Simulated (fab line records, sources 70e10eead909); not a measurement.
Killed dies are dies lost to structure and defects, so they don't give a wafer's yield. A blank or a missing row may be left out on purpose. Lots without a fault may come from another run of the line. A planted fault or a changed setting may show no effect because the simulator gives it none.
Which tool did it? | flow nand_harc | 12 lots, 34 wafers sampled, at 6 steps of a route of 1302

WHAT THE GAUGES READ, wafer by wafer
NHARC_A_CHANNEL_FILL_D1_INSPECT_13.
lot  | measured     | on                | raw_defect_count
L107 | day 10 20:23 | defect_inspect-01 | 384 222 214
L109 | day 11 18:02 | defect_inspect-02 | 282 454 355
L110 | day 11 18:01 | defect_inspect-01 | 594 557 573
L113 | day 12 22:44 | defect_inspect-01 | 257 287 190
L112 | day 13 03:08 | defect_inspect-02 | 203 202 196
L116 | day 14 05:49 | defect_inspect-01 | 524
L120 | day 15 23:26 | defect_inspect-01 | 497 307 538
L124 | day 17 19:01 | defect_inspect-02 | 172 226 142
L126 | day 18 10:32 | defect_inspect-01 | 309 255 191
L127 | day 19 10:44 | defect_inspect-01 | 250 256 227
L130 | day 20 04:39 | defect_inspect-01 | 304 331 256
L129 | day 20 04:39 | defect_inspect-02 | 161 203 139

NHARC_A_ONON_D2_THK_MEAS_18: measures by ellipsometry.
lot  | measured     | on            | thk_nm (nm)
L107 | day 12 19:14 | film_metro-01 | 1001 1002 1003
L109 | day 13 17:48 | film_metro-02 | 993 992 992
L110 | day 13 17:40 | film_metro-01 | 1000 1001 1000
L113 | day 14 18:58 | film_metro-02 | 984 987 986
L112 | day 15 01:17 | film_metro-01 | 992 992 1287 992 991 1286
L116 | day 16 03:59 | film_metro-01 | 1292 1291
L120 | day 17 15:13 | film_metro-01 | 990 991 993
L124 | day 19 17:16 | film_metro-01 | 1014 1016 1016
L126 | day 20 06:16 | film_metro-02 | 1000 999 998
L127 | day 21 08:55 | film_metro-02 | 988 988 989
L130 | day 22 01:15 | film_metro-02 | 999 1000 998
L129 | day 22 01:15 | film_metro-01 | 994 996 997

NHARC_END_SORT_01.
lot  | measured     | on        | killed_at_array | killed_at_other | killed_at_periphery | killed_dies | killed_open | killed_short
L107 | day 24 15:43 | prober-02 | 67 62 68        | 0 0 0           | 5 3 6               | 72 65 74    | 4 5 5       | 3 4 6
L109 | day 24 23:31 | prober-02 | 100 101 80      | 0 3 0           | 1 1 5               | 101 105 85  | 1 3 3       | 1 1 2
L110 | day 24 23:29 | prober-01 | 29 25 24        | 1 0 0           | 6 7 4               | 36 32 28    | 7 4 3       | 3 4 2
L113 | day 25 23:18 | prober-01 | 68 60 67        | 0 2 0           | 3 7 3               | 71 69 70    | 1 1 1       | 1 3 4
L112 | day 27 02:59 | prober-02 | 46 46 676       | 1 2 0           | 0 2 1               | 47 50 677   | 2 5 1       | 1 2 4
L116 | day 27 21:56 | prober-01 | 671             | 4               | 2                   | 677         | 1           | 1
L120 | day 29 17:56 | prober-01 | 39 38 41        | 0 2 0           | 5 3 2               | 44 43 43    | 3 4 5       | 4 4 1
L124 | day 31 00:04 | prober-01 | 31 32 28        | 4 1 1           | 1 7 2               | 36 40 31    | 1 0 1       | 3 4 6
L126 | day 31 18:39 | prober-02 | 36 36 32        | 2 1 2           | 7 11 6              | 45 48 40    | 2 3 1       | 4 3 1
L127 | day 33 04:27 | prober-01 | 44 38 50        | 3 1 1           | 2 0 2               | 49 39 53    | 5 1 2       | 1 4 1
L130 | day 33 04:24 | prober-02 | 38 50 56        | 0 0 0           | 5 4 2               | 43 54 58    | 6 4 2       | 4 1 1
L129 | day 33 13:04 | prober-01 | 49 42 38        | 4 3 0           | 7 2 4               | 60 47 42    | 6 2 5       | 3 3 2

WHICH TOOL RAN EACH LOT (tool, then ch and the chambers of the sampled wafers, then the start)
lot  | NHARC_A_CHANNEL_FILL_D1_STRIP_28   | NHARC_A_CHANNEL_FILL_D1_ALD_25   | NHARC_A_ONON_D2_DEP_16
L107 | rie_diel-05 ch 0,1,2, day 9 19:32  | ald_hk-02 ch 0,1, day 10 07:27   | pecvd_onon-03 ch 0, day 12 18:43
L109 | rie_diel-12 ch 0,1,2, day 10 18:17 | ald_hk-03 ch 0,2,3, day 11 06:45 | pecvd_onon-04 ch 0, day 13 17:17
L110 | rie_diel-04 ch 0,2, day 10 21:14   | ald_hk-02 ch 0,1,2, day 11 07:23 | pecvd_onon-03 ch 0, day 13 17:09
L113 | rie_diel-05 ch 1,2,3, day 11 23:22 | ald_hk-03 ch 1,2,3, day 12 11:04 | pecvd_onon-03 ch 0, day 14 18:28
L112 | rie_diel-04 ch 1,3, day 11 23:22   | ald_hk-04 ch 1,2,3, day 12 11:04 | pecvd_onon-03 ch 0, day 15 00:50
L116 | rie_diel-04 ch 0, day 13 06:16     | ald_hk-03 ch 0, day 13 21:09     | pecvd_onon-03 ch 0, day 16 03:43
L120 | rie_diel-12 ch 0,2, day 14 23:55   | ald_hk-02 ch 0,2,3, day 15 11:30 | pecvd_onon-04 ch 0, day 17 14:42
L124 | rie_diel-12 ch 0,2,3, day 16 19:29 | ald_hk-02 ch 0,1,3, day 17 07:25 | pecvd_onon-02 ch 0, day 19 16:45
L126 | rie_diel-05 ch 0,1,3, day 17 11:06 | ald_hk-04 ch 0,1,2, day 17 22:46 | pecvd_onon-03 ch 0, day 20 05:45
L127 | rie_diel-12 ch 0,3, day 18 11:04   | ald_hk-03 ch 0,2,3, day 18 22:50 | pecvd_onon-02 ch 0, day 21 08:31
L130 | rie_diel-04 ch 1,2,3, day 19 04:54 | ald_hk-02 ch 1,2,3, day 19 16:51 | pecvd_onon-03 ch 0, day 22 00:47
L129 | rie_diel-05 ch 0,2,3, day 19 04:54 | ald_hk-04 ch 1,2, day 19 16:51   | pecvd_onon-02 ch 0, day 22 00:47
- NHARC_A_CHANNEL_FILL_D1_STRIP_28: strips in O2, time 20 s.
- NHARC_A_CHANNEL_FILL_D1_ALD_25: deposits SiOx, target thk 60 nm, pulse time 10 s, ald cycles 600.
- NHARC_A_ONON_D2_DEP_16: target thk 1000 nm.

WHAT THE TOOLS THEMSELVES READ (means of the sampled wafers that have a number; where no wafer has one, the mark that the record gives instead)
NHARC_A_CHANNEL_FILL_D1_STRIP_28.
lot  | tool        | drypump_motor_current_A (A) | oes_product_au (a.u.) | rf_vpp_V (V) | showerhead_plenum_p_Torr (Torr) | throttle_valve_pct (%)
L107 | rie_diel-05 | 5.6                         | 0.999                 | 58.6         | 3.73                            | 17.035
L109 | rie_diel-12 | 5.4                         | 1.007                 | 56.6         | 3.41                            | 17.038
L110 | rie_diel-04 | 5.4                         | 0.993                 | 57.3         | 3.51                            | 17.038
L113 | rie_diel-05 | 5.3                         | 0.997                 | 57.4         | 3.66                            | 17.035
L112 | rie_diel-04 | 6.1                         | 0.996                 | 57.9         | 3.48                            | 17.038
L116 | rie_diel-04 | 5.7                         | 1.003                 | 58.1         | 3.38                            | 17.035
L120 | rie_diel-12 | 5.4                         | 1.006                 | 57.3         | 3.37                            | 17.029
L124 | rie_diel-12 | 5.4                         | 1.011                 | 58.1         | 3.39                            | 17.035
L126 | rie_diel-05 | 5.6                         | 0.998                 | 58.3         | 3.64                            | 17.045
L127 | rie_diel-12 | 5.4                         | 1.003                 | 57.2         | 3.33                            | 17.030
L130 | rie_diel-04 | 5.8                         | 0.994                 | 57.8         | 3.52                            | 17.044
L129 | rie_diel-05 | 5.6                         | 0.997                 | 57.8         | 3.64                            | 17.045

NHARC_A_CHANNEL_FILL_D1_ALD_25.
lot  | tool      | heater_power_w (W) | precursor_pulse_height_rel
L107 | ald_hk-02 | 498                | 0.995
L109 | ald_hk-03 | 433                | 1.003
L110 | ald_hk-02 | 457                | 1.005
L113 | ald_hk-03 | 408                | 1.021
L112 | ald_hk-04 | 465                | 1.002
L116 | ald_hk-03 | 433                | 1.030
L120 | ald_hk-02 | 490                | 1.001
L124 | ald_hk-02 | 503                | 1.002
L126 | ald_hk-04 | 484                | 0.979
L127 | ald_hk-03 | 432                | 1.006
L130 | ald_hk-02 | 466                | 0.982
L129 | ald_hk-04 | 430                | 1.032

NHARC_A_ONON_D2_DEP_16.
lot  | tool          | nh3_flow_sccm (sccm)
L107 | pecvd_onon-03 | 499.3
L109 | pecvd_onon-04 | 499.2
L110 | pecvd_onon-03 | 501.4
L113 | pecvd_onon-03 | 501.0
L112 | pecvd_onon-03 | 501.6
L116 | pecvd_onon-03 | 502.8
L120 | pecvd_onon-04 | 500.9
L124 | pecvd_onon-02 | 499.3
L126 | pecvd_onon-03 | 500.0
L127 | pecvd_onon-02 | 500.1
L130 | pecvd_onon-03 | 500.4
L129 | pecvd_onon-02 | 500.3

THE ANSWER, worked out from the rows above alone
Rule: what is usual is taken from the lots themselves. Put in order of their means at a reading, lots are off if they are a third of the lots or fewer, leave a main group of 4 or more, and stand apart from it by a gap of 3 or more times the standard deviation of the main group's means; of several such gaps the widest counts. A main group whose means are all the same, to the digits that the tables above print for the reading, isn't used. A lot without any number at a reading at which 4 lots or more have one is off too. The other lots that the step has rows for count as sound. The gauges are gone through in route order, then the tools' own readings, and for those a lot's mean is taken as printed above. The first step at which some lot is off is used, and at that step the reading that is off furthest; a lot without a number counts as furthest.
Off: L112, L116, at NHARC_A_ONON_D2_THK_MEAS_18 (thk_nm). The main group: mean 997 nm, standard deviation 8.
A tool fits if, at a process step before that reading, it ran every lot that is off, and no sound lot after the first of them. The gauges at NHARC_A_ONON_D2_THK_MEAS_18 aren't tried: what is off there is off at NHARC_END_SORT_01 too, on other tools, and a gauge's error can't cause that. None of those tried fits.

WHAT THE SIMULATOR HAD PUT IN
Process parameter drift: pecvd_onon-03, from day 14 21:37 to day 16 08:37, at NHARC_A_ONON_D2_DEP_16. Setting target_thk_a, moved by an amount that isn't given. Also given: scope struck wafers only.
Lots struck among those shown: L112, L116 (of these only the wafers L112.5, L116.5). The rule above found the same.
